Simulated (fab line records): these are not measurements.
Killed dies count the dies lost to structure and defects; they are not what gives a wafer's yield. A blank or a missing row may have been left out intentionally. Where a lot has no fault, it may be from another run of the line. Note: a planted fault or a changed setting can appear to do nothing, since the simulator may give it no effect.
A struck lot beside a sound one + flow n5 finfet + 16 out of 1938 route steps
Sound: the wafers L315.2, L315.4, L315.5. Struck: wafer L323.4. (L323.1 of the same lot was not struck and is left out.) The cause comes at the end.
For every step that has rows: the tool of each side, followed by ch and its chambers, followed by its first start. Under that, the readings that differ: sound wafers + struck wafers + difference of the means + sigmas: that difference in standard deviations of wafers without a fault.
alike: a reading whose means differ by less than 2 such deviations, as well as words and numbers matching on both sides. not compared: withheld readings; readings where some wafer has no value; bounds like >300 that might hide an equal value; numbers whose values overlap and for which the record gives no deviation.
A row with sigmas, a row that says differs or no value, or rows on one side alone: a step with any of these is where the two part. When numbers do not overlap yet have no deviation, they are printed without sigmas and do not part them. Lack of a reading on every wafer of one side parts them only where that side has two or more wafers.

N5_BEOL_M14_TRENCH_ETCH_34: etches SiO2 in C4F8/O2/Ar, target depth 556.65 nm, time 126.9 s.
  sound on rie diel-06 ch 0,3, day 14 11:50; struck on rie diel-04 ch 0, day 16 09:23
  alike: C4F8_flow_sccm, O2_flow_sccm, drypump motor current A, he outer torr, oes_ar_750_au, oes product au, rf vpp V, showerhead plenum p Torr, throttle valve pct
  not compared: rf hours counter h
then, 1 step without rows for these wafers: N5_BEOL_M14_STRIP_70 (strips in C4F8/O2/Ar).
N5_BEOL_M14_OCD_MEAS_35:
  sound: ocd-02 at day 14 12:00; struck: ocd-02 at day 16 09:36
  alike: trench depth nm
then, 1 step without rows for these wafers: N5_BEOL_M14_STRIP_37 (strips in O2).
N5_BEOL_M14_ETCH_38: etches SiCN in CF4/N2, target depth 106.5 nm, time 120.6 s.
  sound: rie diel-04 ch 0,2; struck: rie diel-02 ch 2
| reading      | sound             | struck | difference | sigmas |
|--------------|-------------------|--------|------------|--------|
| rf vpp V (V) | 385.4 383.7 383.8 | 379.6  | -4.7       | -2     |
  alike: drypump motor current A, oes product au, showerhead plenum p Torr, throttle valve pct
  not compared: rf hours counter h
then, 3 steps without rows for these wafers: N5_BEOL_M14_PRECLEAN_39 (cleans in residue remover, time 60 s); N5_BEOL_M14_SRD_40 (time 30 s, dry time 30 s); N5_BEOL_M14_DEGAS_41 (time 60 s).
N5_BEOL_M14_PRE_CLEAN_42: time 30 s.
  sound: pvd sputter-03 at day 14 15:07; struck: pvd sputter-01 at day 16 12:22
  alike: heater power w
N5_BEOL_M14_SPUTTER_43: material TaN, target thk 15 nm, time 24.19 s.
  sound: pvd sputter-03 at day 14 15:10; struck: pvd sputter-01 at day 16 12:24
  alike: throttle valve pct
then, 1 step without rows for these wafers: N5_BEOL_M14_SPUTTER_44 (material Ta, target thk 15 nm, time 24.19 s).
N5_BEOL_M14_SPUTTER_45: material Cu, target thk 100 nm, time 16.67 s.
  sound: pvd sputter-03 at day 14 15:19; struck: pvd sputter-01 at day 16 12:34
  alike: chuck gas flow sccm, throttle valve pct
N5_BEOL_M14_ECD_47: material Cu, target thk 1248 nm.
  sound on ecd cu-02 ch 0,1, day 14 15:26; struck on ecd cu-01 ch 0, day 16 12:41
| reading                                 | sound          | struck | difference | sigmas |
|-----------------------------------------|----------------|--------|------------|--------|
| model.Cu_of_BEOL_M14_ECD_47.thk nm (nm) | 1250 1259 1235 | 504.8  | -743.2     |        |
then, 1 step without rows for these wafers: N5_BEOL_M14_ANNEAL_48 (time 90 s).
N5_BEOL_M14_CMP_49: polishes, stops on SiO2, t overpolish 5.2 s, target thk 560 nm.
  sound on cmp-02 ch 0,2, day 14 16:55; struck on cmp-02 ch 2, day 16 13:12
| reading                                 | sound           | struck | difference | sigmas |
|-----------------------------------------|-----------------|--------|------------|--------|
| time to endpoint s (s)                  | 116 124 112     | 46     | -71        | -15    |
| model.Cu_of_BEOL_M14_ECD_47.thk nm (nm) | 550.6 548 549.2 | 504.8  | -44.5      |        |
  alike: motor current A
N5_BEOL_M14_THK_MEAS_50: measures by xrf.
  sound: film metro-01 at day 14 17:13; struck: film metro-02 at day 16 13:28
| reading      | sound       | struck | difference | sigmas |
|--------------|-------------|--------|------------|--------|
| M14_THK (nm) | 554 552 552 | 509    | -44        | -2     |

== WHERE THEY PART ==
First at N5_BEOL_M14_ETCH_38; last, within this record, at N5_BEOL_M14_THK_MEAS_50.

WHY: the cause the simulator had injected
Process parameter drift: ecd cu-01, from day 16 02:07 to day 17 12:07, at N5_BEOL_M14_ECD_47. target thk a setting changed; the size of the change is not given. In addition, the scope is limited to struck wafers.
